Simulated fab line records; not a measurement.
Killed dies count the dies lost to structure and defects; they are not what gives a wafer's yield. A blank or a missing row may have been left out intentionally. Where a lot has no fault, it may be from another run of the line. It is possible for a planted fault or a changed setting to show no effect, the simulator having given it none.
fab line records    flow n5-finfet
record lots=7  wafers=39
route steps=1938 shown FIN_SAQP@96 SPACER0@259 SD_EPI_P@321 HKMG_FIN@395 GATE_CUT@466 MOL_CONTACT_COAG@532 BEOL_M4@1111
start-h: hours from the record's opening day to when the first of the lot's shown wafers began    wait-h: how many hours have passed since the lot's step before this one    " the same as in the row above    L1.1+2: several wafers, shown together as one row    - no value present, or no start provided    * or withheld: withheld    < > ~ a bound
route shown NAME@n: NAME is a module with steps in the file, n the number in the route of the first one    usual: average and standard deviation across the fault-free wafers    same: alike in all rows    chamber/n: place in a boat    sites: each site's reading    _std_site: the standard deviation of these    _edge_site: outer sites' mean less inner sites'    radius-mm: for every site, how far away it sits from the centre of the wafer    mask NAME#n: copy n    behind: the tool/chamber that last shaped the wafer    hold: what put the lot on hold/how long, in hours/how the hold closed    device: which transistor (n, p or np) failed to switch    end of line: tests run on the same wafers once the route is complete    for a step that has no rows: nothing shown but its recipe    killed: dies that structure and defects cost at the first sort, which is not the same as the wafer's yield    map: dies across one wafer; x = killed, . = not, _ = none there
set.NAME: the setting that was run; set.NAME@STEP: the one run at that earlier step    model.NAME: the simulator's own value behind a step, which no gauge read
lots where settings were altered on purpose, with a table for each step and a row for each wafer
## steps
# step N5_FIN_SAQP_HM_DEP_03
# recipe material=SiNx  target-thk-a=380  temp-c=400  precursor=SiH4/NH3/N2  pressure-torr=1.5  rf-w=300  time-s=33.6
# step N5_FIN_SAQP_ETCH_65
# recipe chemistry=CF4  target=SiO2  target-depth-a=40  ion-energy-ev=350  time-s=4.4  pressure-mtorr=10  icp-w=800  bias-w=400  cf4-flow-sccm=80
# step N5_SPACER0_ALD_00
# recipe material=SiOCN  target-thk-a=35  temp-c=400  ald-precursor-family=alkyl-aminosilane  ald-co-reactant=O2/N2-plasma  pulse-time-s=3  purge-time-s=2  co-reactant-purge-time-s=2  ald-cycles=58  pressure-torr=2
# step N5_SD_EPI_P_EPI_21
# recipe material=SiGe:B  dopant=B  temp-c=550  pressure-torr=20  ambient=H2  time-s=355
# step N5_HKMG_FIN_EXPOSE_46
# recipe mask-id=NDIPOLE  na=1.35  source-shape=conventional  sigma-outer=0.8  polarization=unpolarized  dose-mj=40
# step N5_HKMG_FIN_RTA_80
# recipe temp-c=withheld  time-s=2  ambient=N2  idle-temp-c=600  ramp-up-c-per-s=150  ramp-down-c-per-s=60  cool-to-c=600
# step N5_GATE_CUT_ETCH_56
# recipe chemistry=Cl2/Ar  target=TiN  target-depth-a=216  pressure-mtorr=10  icp-w=600  bias-w=60  Cl2_flow_sccm=40  Ar_flow_sccm=60
# step N5_MOL_CONTACT_COAG_ETCH_106
# recipe chemistry=N2/H2  target=SOC  target-depth-a=800  overetch-a=160  mask-material=SiARC  temp-c=40  time-s=120  ion-energy-ev=200  pressure-mtorr=30  source-w=840  bias-w=150  n2-flow-sccm=200  h2-flow-sccm=200
# step N5_MOL_CONTACT_COAG_ALD_133
# recipe material=SiO2  target-thk-a=50  temp-c=100  ald-precursor-family=BDEAS  ald-co-reactant=O2-plasma  pulse-time-s=1  co-reactant-pulse-time-s=1  purge-time-s=2  co-reactant-purge-time-s=2  ald-cycles=35  pressure-torr=2
# step N5_BEOL_M4_RC_MEAS_101
# usual REXT_N=75.0/2  REXT_P=100.2/2.4  RS_SD_P=65.3/0.92
lot.wafer  tool       chamber  start-h  wait-h  set.target-thk-a@FIN_SAQP_HM_DEP_03  set.time-s@FIN_SAQP_ETCH_65  set.ald-cycles@SPACER0_ALD_00  set.epi-growth-time-s@SD_EPI_P_EPI_21  set.dose-mj@HKMG_FIN_EXPOSE_46  set.time-s@HKMG_FIN_RTA_80  set.Cl2_flow_sccm@GATE_CUT_ETCH_56  set.source-w@MOL_CONTACT_COAG_ETCH_106  set.ald-cycles@MOL_CONTACT_COAG_ALD_133  REXT_N[ohm.um]  REXT_P[ohm.um]  RS_SD_P[ohm/sq]
L074.1     prober-01  0        176.67   0.0     433.4                                3.447                        58                             355                                    37.6                            2.419                       46.76                               732.5                                   35                                       75.0            95.1            65.0
L074.2     "          0        "        "       433.4                                3.447                        58                             320.1                                  40                              2                           40                                  732.5                                   35                                       75.0            98.7            68.8
L074.3     "          0        "        "       433.4                                4.4                          65                             355                                    40                              2.419                       40                                  840                                     35                                       79.7            100.1           65.8
L074.4     "          0        "        "       380                                  4.4                          58                             320.1                                  37.6                            2.419                       46.76                               732.5                                   35                                       74.5            98.2            69.2
L074.5     "          0        "        "       380                                  4.4                          65                             320.1                                  40                              2                           46.76                               840                                     35                                       80.3            105.7           69.4
L074.6     "          0        "        "       380                                  3.447                        65                             355                                    37.6                            2                           40                                  840                                     35                                       80.7            98.8            64.6
L079.1     prober-02  0        222.36   0.0     380                                  3.884                        58                             344.9                                  40                              2                           40                                  840                                     29                                       75.2            99.5            66.2
L079.2     "          0        "        "       380                                  4.4                          58                             355                                    39.11                           2                           40                                  840                                     29                                       77.0            102.0           64.8
L079.3     "          0        "        "       380                                  3.884                        58                             355                                    40                              2                           40                                  840                                     35                                       74.4            101.2           65.2
L079.4     "          0        "        "       380                                  4.4                          58                             344.9                                  39.11                           2                           40                                  840                                     35                                       73.6            97.8            66.2
L079.5     "          0        "        "       380                                  3.884                        58                             344.9                                  39.11                           2                           40                                  840                                     35                                       74.7            99.9            66.3
L079.6     "          0        "        "       380                                  4.4                          58                             355                                    40                              2                           40                                  840                                     29                                       74.8            101.0           65.4
L083.1     prober-01  0        243.57   0.0     328.7                                4.4                          66                             355                                    41.86                           2.288                       43.85                               840                                     30                                       82.5            108.7           63.9
L083.2     "          0        "        "       380                                  3.555                        58                             355                                    41.86                           2.288                       40                                  840                                     30                                       76.6            102.3           63.9
L083.3     "          0        "        "       328.7                                4.4                          58                             355                                    41.86                           2                           43.85                               840                                     35                                       77.4            101.5           65.1
L083.4     "          0        "        "       328.7                                3.555                        66                             355                                    40                              2.288                       40                                  840                                     35                                       81.7            108.0           64.1
L083.5     "          0        "        "       380                                  4.4                          66                             355                                    40                              2                           40                                  840                                     30                                       82.0            108.7           64.0
L083.6     "          0        "        "       380                                  3.555                        58                             355                                    40                              2                           43.85                               840                                     35                                       76.1            100.3           64.9
L088.1     prober-02  0        252.17   0.6     363                                  4.4                          58                             387.9                                  38.8                            2.31                        33.43                               840                                     35                                       72.3            95.3            61.1
L088.2     "          0        "        "       363                                  3.398                        58                             355                                    38.8                            2                           40                                  840                                     39                                       73.1            98.6            65.2
L088.3     "          0        "        "       380                                  4.4                          61                             387.9                                  38.8                            2                           40                                  757.5                                   35                                       77.0            99.3            61.8
L088.4     "          0        "        "       380                                  3.398                        58                             355                                    40                              2                           33.43                               757.5                                   39                                       72.6            96.4            66.2
L088.5     "          0        "        "       380                                  4.4                          61                             355                                    40                              2.31                        40                                  757.5                                   39                                       76.4            101.0           65.4
L088.6     "          0        "        "       363                                  3.398                        61                             387.9                                  40                              2.31                        33.43                               840                                     35                                       74.8            97.4            62.1
L087.1     prober-02  0        263.05   0.0     380                                  4.4                          58                             355                                    40                              2                           40                                  840                                     35                                       73.9            103.5           66.0
L087.2     "          0        "        "       380                                  4.4                          58                             355                                    40                              2                           40                                  840                                     35                                       73.0            101.9           64.2
L087.6     "          0        "        "       380                                  4.4                          58                             355                                    40                              2                           40                                  840                                     35                                       73.1            102.4           64.2
L091.1     prober-01  0        272.71   0.0     380                                  4.4                          58                             355                                    40                              2                           40                                  745                                     38                                       70.9            102.3           64.3
L091.2     "          0        "        "       380                                  4.4                          58                             323.5                                  40                              1.853                       40                                  840                                     35                                       70.4            105.2           67.0
L091.3     "          0        "        "       380                                  4.961                        58                             355                                    41.58                           1.853                       40                                  840                                     35                                       70.1            102.5           64.0
L091.4     "          0        "        "       380                                  4.961                        67                             323.5                                  41.58                           2                           40                                  840                                     38                                       76.5            113.8           67.4
L091.5     "          0        "        "       380                                  4.4                          67                             355                                    41.58                           1.853                       40                                  745                                     38                                       75.8            112.4           64.8
L091.6     "          0        "        "       380                                  4.961                        67                             323.5                                  40                              2                           40                                  745                                     35                                       76.9            113.8           67.3
L094.1     prober-02  0        312.69   0.0     429.6                                4.846                        58                             334.8                                  40                              2.235                       44.94                               840                                     32                                       77.0            102.2           67.5
L094.2     "          0        "        "       380                                  4.4                          58                             334.8                                  40                              2                           40                                  840                                     35                                       75.5            100.7           67.4
L094.3     "          0        "        "       380                                  4.4                          58                             334.8                                  40                              2.235                       44.94                               950.9                                   35                                       74.4            101.9           67.5
L094.4     "          0        "        "       429.6                                4.4                          58                             355                                    40                              2.235                       40                                  840                                     35                                       78.0            98.4            65.5
L094.5     "          0        "        "       380                                  4.846                        58                             355                                    40                              2                           40                                  950.9                                   32                                       75.2            99.0            65.1
L094.6     "          0        "        "       429.6                                4.846                        58                             355                                    40                              2                           44.94                               950.9                                   32                                       78.5            101.2           65.8
## key
split step=N5_FIN_SAQP_HM_DEP_03  setting=target-thk-a  stated-as=380
response none clear
split step=N5_FIN_SAQP_ETCH_65  setting=time-s  stated-as=4.4
response none clear
split step=N5_SPACER0_ALD_00  setting=ald-cycles  stated-as=58
response step=N5_BEOL_M4_RC_MEAS_101  reading=REXT_P  slope=+0.541  per=1%  together-with=all  explained=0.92
response step=N5_BEOL_M4_RC_MEAS_101  reading=REXT_N  slope=+0.427  per=1%  together-with=all  explained=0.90
split step=N5_SD_EPI_P_EPI_21  setting=epi-growth-time-s  stated-as=355
response step=N5_BEOL_M4_RC_MEAS_101  reading=RS_SD_P  slope=-0.357  per=1%  together-with=all  explained=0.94
response step=N5_BEOL_M4_RC_MEAS_101  reading=REXT_P  slope=-0.289  per=1%  together-with=all  explained=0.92
split step=N5_HKMG_FIN_EXPOSE_46  setting=dose-mj  stated-as=40
response none clear
split step=N5_HKMG_FIN_RTA_80  setting=time-s  stated-as=2
response none clear
split step=N5_GATE_CUT_ETCH_56  setting=Cl2_flow_sccm  stated-as=40
response none clear
split step=N5_MOL_CONTACT_COAG_ETCH_106  setting=source-w  stated-as=840
response none clear
split step=N5_MOL_CONTACT_COAG_ALD_133  setting=ald-cycles  stated-as=35
response none clear
